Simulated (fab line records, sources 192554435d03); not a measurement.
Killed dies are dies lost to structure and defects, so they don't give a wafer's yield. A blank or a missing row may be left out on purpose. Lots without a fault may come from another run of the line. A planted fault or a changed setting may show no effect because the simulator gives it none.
Chamber matching | flow n5_finfet | N5_BEOL_M1_ETCH_74 on rie_diel-03: 4 sister chambers
The step etches underlayer in N2/H2, target depth 6.5 nm, time 5.2 s. 4 wafers are shown with their chamber, then 8 later ones without.

WAFERS WITH THEIR CHAMBER
wafer  | chamber | drypump_motor_current_A (A)
L079.4 | 3       | 6.7
L081.4 | 2       | 5.7
L083.5 | 1       | 6.0
L089.1 | 0       | 4.9

WAFERS WITHOUT THEIR CHAMBER
wafer  | drypump_motor_current_A (A)
L089.2 | 6.0
L089.3 | 6.6
L090.3 | 6.7
L090.4 | 5.8
L090.6 | 6.1
L093.1 | 6.7
L093.5 | 6.0
L093.6 | 5.0

WHICH CHAMBER EACH WENT THROUGH
wafer  | from the rows above     | in truth
L089.2 | 1                       | 1
L089.3 | 3                       | 3
L090.3 | 3                       | 3
L090.4 | can't be placed: 2 or 1 | 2
L090.6 | 1                       | 1
L093.1 | 3                       | 3
L093.5 | 1                       | 1
L093.6 | 0                       | 0
Placed correctly: 7 of 8. Can't be placed from these rows: 1 (the true chamber is among the candidates in 1). Placed wrongly: 0.
How it was worked out, from the rows above alone: a wafer's distance from a chamber is the root of the sum, over the readings, of the square of ((its reading less the chamber's mean) divided by the reading's scatter). The wafer belongs to the nearest chamber; if the next one is less than 2 further off, it can't be placed. A chamber's mean is the mean of its shown wafers. The scatter: with one shown wafer a chamber, the root of the mean of the squares of how far each hidden wafer lies from its nearest shown one.
